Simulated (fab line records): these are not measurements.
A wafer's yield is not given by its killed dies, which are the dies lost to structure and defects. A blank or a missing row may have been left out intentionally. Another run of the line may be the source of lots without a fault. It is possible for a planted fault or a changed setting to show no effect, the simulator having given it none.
Which of the tools did it? || flow n5Finfet || 23 wafers from 8 lots sampled at 7 of the route's 1938 steps

WHAT THE GAUGES READ, wafer by wafer
N5_FIN_SAQP_CD_MEAS_37: target cd 8 nm. Usual: cdNm at 8.02 nm, with a standard deviation of 0.26.
{"lot": "L833", "measured": "day 2 08:04", "on": "cdSem-01", "cdNm (nm)": "8.38 8.31 8.35", "flag": ""}
{"lot": "L844", "measured": "day 5 05:05", "on": "cdSem-01", "cdNm (nm)": "7.69 8.36 8.14", "flag": ""}
{"lot": "L846", "measured": "day 5 14:11", "on": "cdSem-03", "cdNm (nm)": "7.90 7.79 7.77", "flag": ""}
{"lot": "L847", "measured": "day 5 19:56", "on": "cdSem-01", "cdNm (nm)": "7.73 8.15 8.55", "flag": ""}
{"lot": "L848", "measured": "day 6 02:48", "on": "cdSem-01", "cdNm (nm)": "8.43 8.16 7.90", "flag": ""}
{"lot": "L851", "measured": "day 6 20:08", "on": "cdSem-02", "cdNm (nm)": "7.62 8.09", "flag": ""}
{"lot": "L852", "measured": "day 7 02:56", "on": "cdSem-02", "cdNm (nm)": "7.95 7.93 8.03", "flag": ""}
{"lot": "L854", "measured": "day 7 14:26", "on": "cdSem-01", "cdNm (nm)": "7.97 8.39 7.72", "flag": ""}

N5_FIN_SAQP_INSPECT_40: inspects for defects (brightfield). Usual: rawDefectCount at 224, with a standard deviation of 63.
{"lot": "L833", "measured": "day 2 08:11", "on": "defectInspect-01", "rawDefectCount": "205 169 150", "flag": ""}
{"lot": "L844", "measured": "day 5 05:13", "on": "defectInspect-01", "rawDefectCount": "484 367 345", "flag": ""}
{"lot": "L846", "measured": "day 5 14:19", "on": "defectInspect-02", "rawDefectCount": "812 834 788", "flag": "OFF"}
{"lot": "L847", "measured": "day 5 20:04", "on": "defectInspect-01", "rawDefectCount": "816 898 806", "flag": "OFF"}
{"lot": "L848", "measured": "day 6 02:56", "on": "defectInspect-02", "rawDefectCount": "206 232 168", "flag": ""}
{"lot": "L851", "measured": "day 6 20:16", "on": "defectInspect-01", "rawDefectCount": "190 230", "flag": ""}
{"lot": "L852", "measured": "day 7 03:04", "on": "defectInspect-01", "rawDefectCount": "232 181 313", "flag": ""}
{"lot": "L854", "measured": "day 7 14:34", "on": "defectInspect-01", "rawDefectCount": "310 231 229", "flag": ""}

N5_FIN_CUT_INSPECT_10: inspects for defects (brightfield). Usual: rawDefectCount at 39, with a standard deviation of 10.
{"lot": "L833", "measured": "day 2 08:35", "on": "defectInspect-02", "rawDefectCount": "40 20 25", "flag": ""}
{"lot": "L844", "measured": "day 5 05:44", "on": "defectInspect-02", "rawDefectCount": "78 56 54", "flag": ""}
{"lot": "L846", "measured": "day 5 14:50", "on": "defectInspect-01", "rawDefectCount": "230 279 217", "flag": "OFF"}
{"lot": "L847", "measured": "day 5 20:29", "on": "defectInspect-01", "rawDefectCount": "233 239 254", "flag": "OFF"}
{"lot": "L848", "measured": "day 6 03:29", "on": "defectInspect-01", "rawDefectCount": "37 50 27", "flag": ""}
{"lot": "L851", "measured": "day 6 20:47", "on": "defectInspect-01", "rawDefectCount": "44 46", "flag": ""}
{"lot": "L852", "measured": "day 7 03:35", "on": "defectInspect-02", "rawDefectCount": "43 30 46", "flag": ""}
{"lot": "L854", "measured": "day 7 15:05", "on": "defectInspect-02", "rawDefectCount": "45 32 35", "flag": ""}

N5_BEOL_M4_RC_MEAS_101. Usual: DIBL_N 36.1 mV/V, standard deviation 2; DIBL_P 36.3 mV/V, standard deviation 2.4; IOFF_N 0.15 nA/um, standard deviation 0.035; IOFF_P 0.21 nA/um, standard deviation 0.039; ION_N 672 uA/um, standard deviation 15; ION_P 463 uA/um, standard deviation 9.7; SS_N 71.5 mV/dec, standard deviation 0.7; SS_P 73.2 mV/dec, standard deviation 0.75; VT_N 251 mV, standard deviation 3.6; VT_P -250 mV, standard deviation 3.8.
{"lot": "L833", "measured": "day 8 06:00", "on": "prober-02", "DIBL_N (mV/V)": "39.4 36.0 39.1", "DIBL_P (mV/V)": "40.9 36.5 40.4", "IOFF_N (nA/um)": "0.23 0.15 0.22", "IOFF_P (nA/um)": "0.26 0.19 0.26", "ION_N (uA/um)": "693 689 707", "ION_P (uA/um)": "469 470 475", "SS_N (mV/dec)": "72.7 71.2 72.4", "SS_P (mV/dec)": "73.6 72.8 74.9", "VT_N (mV)": "245 248 247", "VT_P (mV)": "-249 -252 -249", "flag": ""}
{"lot": "L844", "measured": "day 11 06:01", "on": "prober-01", "DIBL_N (mV/V)": "36.2 38.2 35.7", "DIBL_P (mV/V)": "35.9 37.9 34.8", "IOFF_N (nA/um)": "0.16 0.21 0.16", "IOFF_P (nA/um)": "0.22 0.26 0.21", "ION_N (uA/um)": "670 703 683", "ION_P (uA/um)": "471 478 461", "SS_N (mV/dec)": "71.7 71.6 71.2", "SS_P (mV/dec)": "73.3 73.4 72.6", "VT_N (mV)": "251 245 249", "VT_P (mV)": "-246 -245 -251", "flag": ""}
{"lot": "L846", "measured": "day 11 12:26", "on": "prober-02", "DIBL_N (mV/V)": "37.0 34.1 35.9", "DIBL_P (mV/V)": "37.2 33.6 35.8", "IOFF_N (nA/um)": "0.17 0.12 0.15", "IOFF_P (nA/um)": "0.24 0.17 0.21", "ION_N (uA/um)": "696 655 687", "ION_P (uA/um)": "474 457 474", "SS_N (mV/dec)": "71.3 70.9 70.9", "SS_P (mV/dec)": "72.7 72.2 73.0", "VT_N (mV)": "247 253 252", "VT_P (mV)": "-248 -253 -252", "flag": ""}
{"lot": "L847", "measured": "day 11 23:55", "on": "prober-01", "DIBL_N (mV/V)": "35.3 39.3 34.5", "DIBL_P (mV/V)": "35.0 39.7 34.1", "IOFF_N (nA/um)": "0.14 0.23 0.14", "IOFF_P (nA/um)": "0.22 0.30 0.21", "ION_N (uA/um)": "673 675 684", "ION_P (uA/um)": "471 467 477", "SS_N (mV/dec)": "71.3 72.1 70.8", "SS_P (mV/dec)": "72.7 73.5 72.3", "VT_N (mV)": "249 247 248", "VT_P (mV)": "-248 -242 -248", "flag": ""}
{"lot": "L848", "measured": "day 12 12:00", "on": "prober-02", "DIBL_N (mV/V)": "33.3 38.0 34.9", "DIBL_P (mV/V)": "33.1 38.7 33.5", "IOFF_N (nA/um)": "0.13 0.20 0.13", "IOFF_P (nA/um)": "0.18 0.27 0.17", "ION_N (uA/um)": "667 680 664", "ION_P (uA/um)": "452 462 451", "SS_N (mV/dec)": "70.4 72.8 72.6", "SS_P (mV/dec)": "72.3 73.7 73.3", "VT_N (mV)": "250 247 253", "VT_P (mV)": "-254 -248 -250", "flag": ""}
{"lot": "L851", "measured": "day 12 20:45", "on": "prober-01", "DIBL_N (mV/V)": "36.2 37.4", "DIBL_P (mV/V)": "37.2 38.7", "IOFF_N (nA/um)": "0.15 0.18", "IOFF_P (nA/um)": "0.19 0.21", "ION_N (uA/um)": "660 691", "ION_P (uA/um)": "455 469", "SS_N (mV/dec)": "71.9 71.7", "SS_P (mV/dec)": "73.4 73.3", "VT_N (mV)": "251 248", "VT_P (mV)": "-253 -250", "flag": ""}
{"lot": "L852", "measured": "day 12 23:37", "on": "prober-02", "DIBL_N (mV/V)": "36.1 34.5 33.7", "DIBL_P (mV/V)": "38.5 35.5 33.6", "IOFF_N (nA/um)": "0.17 0.14 0.12", "IOFF_P (nA/um)": "0.24 0.20 0.17", "ION_N (uA/um)": "673 666 662", "ION_P (uA/um)": "474 462 456", "SS_N (mV/dec)": "71.7 72.0 71.0", "SS_P (mV/dec)": "74.1 73.4 72.7", "VT_N (mV)": "250 250 252", "VT_P (mV)": "-250 -251 -255", "flag": ""}
{"lot": "L854", "measured": "day 13 23:06", "on": "prober-01", "DIBL_N (mV/V)": "36.3 39.6 36.0", "DIBL_P (mV/V)": "35.1 39.1 34.1", "IOFF_N (nA/um)": "0.13 0.19 0.12", "IOFF_P (nA/um)": "0.21 0.27 0.19", "ION_N (uA/um)": "647 680 656", "ION_P (uA/um)": "451 464 458", "SS_N (mV/dec)": "71.1 72.3 71.3", "SS_P (mV/dec)": "72.2 73.1 72.6", "VT_N (mV)": "254 246 256", "VT_P (mV)": "-247 -248 -253", "flag": ""}

TOOL THAT RAN EACH LOT (tool first, then ch and the chambers of the sampled wafers, then the start)
{"lot": "L833", "N5_FIN_SAQP_ETCH_57": "rieDiel-04 ch 0,1,3, day 2 06:07", "N5_FIN_SAQP_SPACER2_ETCHBACK_29": "rieDiel-01 ch 0,3, day 2 07:25", "N5_FIN_SAQP_STRIP_77": "rieDiel-01 ch 1,3, day 2 07:45"}
{"lot": "L844", "N5_FIN_SAQP_ETCH_57": "rieDiel-04 ch 0,1, day 5 00:45", "N5_FIN_SAQP_SPACER2_ETCHBACK_29": "rieDiel-01 ch 1,2, day 5 04:22", "N5_FIN_SAQP_STRIP_77": "rieDiel-01 ch 0,1,2, day 5 04:46"}
{"lot": "L846", "N5_FIN_SAQP_ETCH_57": "rieDiel-01 ch 2,3, day 5 12:14", "N5_FIN_SAQP_SPACER2_ETCHBACK_29": "rieDiel-04 ch 0,1,2, day 5 13:32", "N5_FIN_SAQP_STRIP_77": "rieDiel-05 ch 0,1, day 5 13:53"}
{"lot": "L847", "N5_FIN_SAQP_ETCH_57": "rieDiel-01 ch 0,2, day 5 17:51", "N5_FIN_SAQP_SPACER2_ETCHBACK_29": "rieDiel-05 ch 0,2, day 5 19:18", "N5_FIN_SAQP_STRIP_77": "rieDiel-01 ch 0,1,2, day 5 19:38"}
{"lot": "L848", "N5_FIN_SAQP_ETCH_57": "rieDiel-05 ch 2,3, day 6 00:41", "N5_FIN_SAQP_SPACER2_ETCHBACK_29": "rieDiel-04 ch 1,3, day 6 02:04", "N5_FIN_SAQP_STRIP_77": "rieDiel-01 ch 1,3, day 6 02:29"}
{"lot": "L851", "N5_FIN_SAQP_ETCH_57": "rieDiel-04 ch 2,3, day 6 18:10", "N5_FIN_SAQP_SPACER2_ETCHBACK_29": "rieDiel-05 ch 1,3, day 6 19:28", "N5_FIN_SAQP_STRIP_77": "rieDiel-01 ch 0,2, day 6 19:49"}
{"lot": "L852", "N5_FIN_SAQP_ETCH_57": "rieDiel-01 ch 0,1,3, day 7 00:46", "N5_FIN_SAQP_SPACER2_ETCHBACK_29": "rieDiel-04 ch 2,3, day 7 02:05", "N5_FIN_SAQP_STRIP_77": "rieDiel-05 ch 2,3, day 7 02:37"}
{"lot": "L854", "N5_FIN_SAQP_ETCH_57": "rieDiel-01 ch 0,1,2, day 7 12:25", "N5_FIN_SAQP_SPACER2_ETCHBACK_29": "rieDiel-05 ch 0,1, day 7 13:44", "N5_FIN_SAQP_STRIP_77": "rieDiel-01 ch 1,2,3, day 7 14:07"}
- N5_FIN_SAQP_ETCH_57: etches SiNx in CH3F/O2, target depth 32.5 nm, time 46.4 s.
- N5_FIN_SAQP_SPACER2_ETCHBACK_29: etches SiO2 in CHF3/O2, target depth 12.2 nm, time 6.1 s.
- N5_FIN_SAQP_STRIP_77: strips in N2/H2, time 90 s.

WHAT THE TOOLS THEMSELVES READ (means of the sampled wafers that have a number; where no wafer has one, the mark that the record gives instead)
N5_FIN_SAQP_ETCH_57. Usual: O2_flow_sccm 20.00 sccm, standard deviation 0.067; chamberPressureMTorr 29.998 mTorr, standard deviation 0.027; drypumpMotorCurrentA 5.6 A, standard deviation 0.36; etchRfOnTimeS 46.3 s, standard deviation 1.2; oes_ar_750_au 0.77 a.u., standard deviation 0.077; oesProductAu 0.66 a.u., standard deviation 0.073; rfVppV 305 V, standard deviation 12; showerheadPlenumPTorr 2.01 Torr, standard deviation 0.07; throttleValvePct 16.38 %, standard deviation 0.2.
{"lot": "L833", "tool": "rieDiel-04", "O2_flow_sccm (sccm)": 19.96, "chamberPressureMTorr (mTorr)": 30.007, "drypumpMotorCurrentA (A)": 5.6, "etchRfOnTimeS (s)": 46.5, "oes_ar_750_au (a.u.)": 0.71, "oesProductAu (a.u.)": 0.60, "rfVppV (V)": 296, "showerheadPlenumPTorr (Torr)": 2.03, "throttleValvePct (%)": 16.40, "flag": ""}
{"lot": "L844", "tool": "rieDiel-04", "O2_flow_sccm (sccm)": 19.96, "chamberPressureMTorr (mTorr)": 29.987, "drypumpMotorCurrentA (A)": 5.7, "etchRfOnTimeS (s)": 48.1, "oes_ar_750_au (a.u.)": 0.70, "oesProductAu (a.u.)": 0.59, "rfVppV (V)": 296, "showerheadPlenumPTorr (Torr)": 1.97, "throttleValvePct (%)": 16.52, "flag": ""}
{"lot": "L846", "tool": "rieDiel-01", "O2_flow_sccm (sccm)": 20.00, "chamberPressureMTorr (mTorr)": 29.971, "drypumpMotorCurrentA (A)": 5.7, "etchRfOnTimeS (s)": 46.7, "oes_ar_750_au (a.u.)": 0.76, "oesProductAu (a.u.)": 0.67, "rfVppV (V)": 317, "showerheadPlenumPTorr (Torr)": 2.06, "throttleValvePct (%)": 16.36, "flag": ""}
{"lot": "L847", "tool": "rieDiel-01", "O2_flow_sccm (sccm)": 20.03, "chamberPressureMTorr (mTorr)": 29.976, "drypumpMotorCurrentA (A)": 5.8, "etchRfOnTimeS (s)": 45.5, "oes_ar_750_au (a.u.)": 0.91, "oesProductAu (a.u.)": 0.79, "rfVppV (V)": 318, "showerheadPlenumPTorr (Torr)": 1.99, "throttleValvePct (%)": 16.07, "flag": ""}
{"lot": "L848", "tool": "rieDiel-05", "O2_flow_sccm (sccm)": 19.96, "chamberPressureMTorr (mTorr)": 30.007, "drypumpMotorCurrentA (A)": 5.5, "etchRfOnTimeS (s)": 45.7, "oes_ar_750_au (a.u.)": 0.78, "oesProductAu (a.u.)": 0.66, "rfVppV (V)": 294, "showerheadPlenumPTorr (Torr)": 1.92, "throttleValvePct (%)": 16.59, "flag": ""}
{"lot": "L851", "tool": "rieDiel-04", "O2_flow_sccm (sccm)": 20.05, "chamberPressureMTorr (mTorr)": 29.967, "drypumpMotorCurrentA (A)": 5.3, "etchRfOnTimeS (s)": 46.3, "oes_ar_750_au (a.u.)": 0.70, "oesProductAu (a.u.)": 0.59, "rfVppV (V)": 304, "showerheadPlenumPTorr (Torr)": 2.06, "throttleValvePct (%)": 16.53, "flag": ""}
{"lot": "L852", "tool": "rieDiel-01", "O2_flow_sccm (sccm)": 20.10, "chamberPressureMTorr (mTorr)": 29.999, "drypumpMotorCurrentA (A)": 5.7, "etchRfOnTimeS (s)": 47.0, "oes_ar_750_au (a.u.)": 0.78, "oesProductAu (a.u.)": 0.69, "rfVppV (V)": 310, "showerheadPlenumPTorr (Torr)": 2.01, "throttleValvePct (%)": 16.30, "flag": ""}
{"lot": "L854", "tool": "rieDiel-01", "O2_flow_sccm (sccm)": 19.96, "chamberPressureMTorr (mTorr)": 30.003, "drypumpMotorCurrentA (A)": 5.5, "etchRfOnTimeS (s)": 46.4, "oes_ar_750_au (a.u.)": 0.83, "oesProductAu (a.u.)": 0.72, "rfVppV (V)": 309, "showerheadPlenumPTorr (Torr)": 2.00, "throttleValvePct (%)": 16.23, "flag": ""}

N5_FIN_SAQP_SPACER2_ETCHBACK_29. Usual: O2_flow_sccm 4.998 sccm, standard deviation 0.015; chamberPressureMTorr 30.00 mTorr, standard deviation 0.03; drypumpMotorCurrentA 5.5 A, standard deviation 0.38; oes_ar_750_au 0.76 a.u., standard deviation 0.074; oesProductAu 0.76 a.u., standard deviation 0.081; rfVppV 531 V, standard deviation 19; showerheadPlenumPTorr 2.41 Torr, standard deviation 0.089; throttleValvePct 18.96 %, standard deviation 0.21.
{"lot": "L833", "tool": "rieDiel-01", "O2_flow_sccm (sccm)": 5.002, "chamberPressureMTorr (mTorr)": 29.99, "drypumpMotorCurrentA (A)": 5.9, "oes_ar_750_au (a.u.)": 0.71, "oesProductAu (a.u.)": 0.73, "rfVppV (V)": 564, "showerheadPlenumPTorr (Torr)": 2.46, "throttleValvePct (%)": 18.95, "flag": ""}
{"lot": "L844", "tool": "rieDiel-01", "O2_flow_sccm (sccm)": 4.994, "chamberPressureMTorr (mTorr)": 29.98, "drypumpMotorCurrentA (A)": 5.3, "oes_ar_750_au (a.u.)": 0.80, "oesProductAu (a.u.)": 0.81, "rfVppV (V)": 528, "showerheadPlenumPTorr (Torr)": 2.43, "throttleValvePct (%)": 18.89, "flag": ""}
{"lot": "L846", "tool": "rieDiel-04", "O2_flow_sccm (sccm)": 4.992, "chamberPressureMTorr (mTorr)": 30.02, "drypumpMotorCurrentA (A)": 5.8, "oes_ar_750_au (a.u.)": 0.69, "oesProductAu (a.u.)": 0.69, "rfVppV (V)": 536, "showerheadPlenumPTorr (Torr)": 2.44, "throttleValvePct (%)": 19.17, "flag": ""}
{"lot": "L847", "tool": "rieDiel-05", "O2_flow_sccm (sccm)": 5.008, "chamberPressureMTorr (mTorr)": 30.00, "drypumpMotorCurrentA (A)": 5.1, "oes_ar_750_au (a.u.)": 0.75, "oesProductAu (a.u.)": 0.76, "rfVppV (V)": 514, "showerheadPlenumPTorr (Torr)": 2.27, "throttleValvePct (%)": 19.06, "flag": ""}
{"lot": "L848", "tool": "rieDiel-04", "O2_flow_sccm (sccm)": 4.986, "chamberPressureMTorr (mTorr)": 30.00, "drypumpMotorCurrentA (A)": 5.2, "oes_ar_750_au (a.u.)": 0.70, "oesProductAu (a.u.)": 0.69, "rfVppV (V)": 515, "showerheadPlenumPTorr (Torr)": 2.42, "throttleValvePct (%)": 18.89, "flag": ""}
{"lot": "L851", "tool": "rieDiel-05", "O2_flow_sccm (sccm)": 4.991, "chamberPressureMTorr (mTorr)": 29.96, "drypumpMotorCurrentA (A)": 5.2, "oes_ar_750_au (a.u.)": 0.76, "oesProductAu (a.u.)": 0.76, "rfVppV (V)": 518, "showerheadPlenumPTorr (Torr)": 2.42, "throttleValvePct (%)": 18.79, "flag": ""}
{"lot": "L852", "tool": "rieDiel-04", "O2_flow_sccm (sccm)": 5.012, "chamberPressureMTorr (mTorr)": 30.01, "drypumpMotorCurrentA (A)": 5.5, "oes_ar_750_au (a.u.)": 0.70, "oesProductAu (a.u.)": 0.70, "rfVppV (V)": 541, "showerheadPlenumPTorr (Torr)": 2.49, "throttleValvePct (%)": 19.16, "flag": ""}
{"lot": "L854", "tool": "rieDiel-05", "O2_flow_sccm (sccm)": 4.999, "chamberPressureMTorr (mTorr)": 30.01, "drypumpMotorCurrentA (A)": 5.3, "oes_ar_750_au (a.u.)": 0.77, "oesProductAu (a.u.)": 0.77, "rfVppV (V)": 519, "showerheadPlenumPTorr (Torr)": 2.34, "throttleValvePct (%)": 18.80, "flag": ""}

N5_FIN_SAQP_STRIP_77. Usual: biasPowerW 3.000 W, standard deviation 0.0083; chamberPressureMTorr 100.01 mTorr, standard deviation 0.099; drypumpMotorCurrentA 5.5 A, standard deviation 0.38; oesProductAu 0.78 a.u., standard deviation 0.08; rfVppV 45.2 V, standard deviation 0.83; showerheadPlenumPTorr 3.38 Torr, standard deviation 0.1; throttleValvePct 12.21 %, standard deviation 0.24.
{"lot": "L833", "tool": "rieDiel-01", "biasPowerW (W)": 3.000, "chamberPressureMTorr (mTorr)": 100.03, "drypumpMotorCurrentA (A)": 5.4, "oesProductAu (a.u.)": 0.81, "rfVppV (V)": 45.3, "showerheadPlenumPTorr (Torr)": 3.44, "throttleValvePct (%)": 12.20, "flag": ""}
{"lot": "L844", "tool": "rieDiel-01", "biasPowerW (W)": 2.990, "chamberPressureMTorr (mTorr)": 99.96, "drypumpMotorCurrentA (A)": 5.5, "oesProductAu (a.u.)": 0.89, "rfVppV (V)": 44.9, "showerheadPlenumPTorr (Torr)": 3.36, "throttleValvePct (%)": 11.95, "flag": ""}
{"lot": "L846", "tool": "rieDiel-05", "biasPowerW (W)": "-", "chamberPressureMTorr (mTorr)": "-", "drypumpMotorCurrentA (A)": "-", "oesProductAu (a.u.)": "-", "rfVppV (V)": "-", "showerheadPlenumPTorr (Torr)": "-", "throttleValvePct (%)": "-", "flag": "OFF"}
{"lot": "L847", "tool": "rieDiel-01", "biasPowerW (W)": "-", "chamberPressureMTorr (mTorr)": "-", "drypumpMotorCurrentA (A)": "-", "oesProductAu (a.u.)": "-", "rfVppV (V)": "-", "showerheadPlenumPTorr (Torr)": "-", "throttleValvePct (%)": "-", "flag": "OFF"}
{"lot": "L848", "tool": "rieDiel-01", "biasPowerW (W)": 2.998, "chamberPressureMTorr (mTorr)": 99.93, "drypumpMotorCurrentA (A)": 5.5, "oesProductAu (a.u.)": 0.77, "rfVppV (V)": 44.5, "showerheadPlenumPTorr (Torr)": 3.42, "throttleValvePct (%)": 12.28, "flag": ""}
{"lot": "L851", "tool": "rieDiel-01", "biasPowerW (W)": 2.997, "chamberPressureMTorr (mTorr)": 100.00, "drypumpMotorCurrentA (A)": 5.7, "oesProductAu (a.u.)": 0.91, "rfVppV (V)": 45.2, "showerheadPlenumPTorr (Torr)": 3.35, "throttleValvePct (%)": 11.86, "flag": ""}
{"lot": "L852", "tool": "rieDiel-05", "biasPowerW (W)": 3.000, "chamberPressureMTorr (mTorr)": 99.92, "drypumpMotorCurrentA (A)": 5.2, "oesProductAu (a.u.)": 0.74, "rfVppV (V)": 45.1, "showerheadPlenumPTorr (Torr)": 3.35, "throttleValvePct (%)": 12.36, "flag": ""}
{"lot": "L854", "tool": "rieDiel-01", "biasPowerW (W)": 3.003, "chamberPressureMTorr (mTorr)": 100.04, "drypumpMotorCurrentA (A)": 5.5, "oesProductAu (a.u.)": 0.78, "rfVppV (V)": 45.5, "showerheadPlenumPTorr (Torr)": 3.43, "throttleValvePct (%)": 12.19, "flag": ""}

THE ANSWER, worked out from the rows above alone
Rule: lot off if the mean of its wafers having a number is beyond 3 standard deviations from the usual mean. A lot without any number at a reading at which 4 lots or more have one is off too. All remaining lots with rows at the step are treated as sound. First the gauges in route order, then the tools' own readings, where a lot's mean is used as printed above. The first step at which some lot is off is used, and at that step the reading that is off furthest; a lot without a number counts as furthest.
Off: L846, L847 (N5_FIN_SAQP_INSPECT_40, rawDefectCount).
A tool fits if, at a process step before that reading, it ran every lot that is off, and no sound lot after the first of them. Not tried: the gauges at N5_FIN_SAQP_INSPECT_40; whatever is off there is also off at N5_FIN_SAQP_STRIP_77, on other tools, and gauge error can't account for it. Not one of the candidates tried fits.

WHAT HAD BEEN PUT IN BY THE SIMULATOR
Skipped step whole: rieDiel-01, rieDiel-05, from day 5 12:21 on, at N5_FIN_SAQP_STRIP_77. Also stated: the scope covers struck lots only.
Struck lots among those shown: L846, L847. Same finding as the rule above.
